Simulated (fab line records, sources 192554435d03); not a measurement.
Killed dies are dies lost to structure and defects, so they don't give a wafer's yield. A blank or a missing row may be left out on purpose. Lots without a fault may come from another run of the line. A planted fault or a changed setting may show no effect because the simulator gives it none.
Chamber matching | flow n5_finfet | N5_SDB_ALD_29 on ald_sin-04: 4 sister chambers
The step deposits SiNx, target thk 30 nm, pulse time 1 s, ald cycles 600. 18 wafers are shown with their chamber, then 9 later ones without.

WAFERS WITH THEIR CHAMBER
wafer  | chamber | heater_power_w (W) | precursor_pulse_height_rel
L075.2 | 2       | 747                | 1.000
L075.4 | 0       | 864                | 0.999
L075.5 | 1       | 807                | 0.986
L077.1 | 1       | 815                | 1.017
L077.4 | 3       | 960                | 0.980
L077.6 | 2       | 752                | 0.992
L081.1 | 0       | 868                | 0.995
L081.2 | 2       | 744                | 0.986
L081.4 | 3       | 969                | 1.038
L082.1 | 0       | 885                | 0.979
L082.3 | 1       | 793                | 1.000
L082.6 | 1       | 806                | 0.980
L086.3 | 2       | 767                | 1.005
L086.5 | 3       | 969                | 0.990
L086.6 | 0       | 894                | 1.017
L088.2 | 3       | 991                | 0.983
L088.5 | 2       | 759                | 0.975
L088.6 | 3       | 994                | 0.982

SIGNATURES (means of the wafers above)
reading                    | chamber 0 | chamber 1 | chamber 2 | chamber 3 | scatter within a chamber
heater_power_w             | 877.75    | 805.25    | 753.80    | 976.60    | 12.2
precursor_pulse_height_rel | 0.99750   | 0.99575   | 0.99160   | 0.99460   | 0.018
Rule: a wafer's distance from a chamber is the root of the sum, over the readings, of the square of ((its reading less the chamber's mean) divided by the reading's scatter). The wafer belongs to the nearest chamber; if the next one is less than 2 further off, it can't be placed. The scatter: the root of (the sum of the squares of (reading less its chamber's mean) over the shown wafers, divided by (wafers less chambers)).

WAFERS WITHOUT THEIR CHAMBER
wafer  | heater_power_w (W) | precursor_pulse_height_rel
L089.1 | 975                | 1.002
L089.2 | 881                | 0.996
L089.3 | 752                | 0.999
L090.3 | 808                | 0.996
L090.5 | 807                | 0.981
L090.6 | 764                | 0.992
L092.1 | 760                | 1.003
L092.2 | 979                | 0.973
L092.5 | 998                | 1.011

WHICH CHAMBER EACH WENT THROUGH
wafer  | from the rows above | in truth
L089.1 | 3                   | 3
L089.2 | 0                   | 0
L089.3 | 2                   | 2
L090.3 | 1                   | 1
L090.5 | 1                   | 1
L090.6 | 2                   | 2
L092.1 | 2                   | 2
L092.2 | 3                   | 3
L092.5 | 3                   | 3
Placed correctly: 9 of 9. Can't be placed from these rows: 0. Placed wrongly: 0.
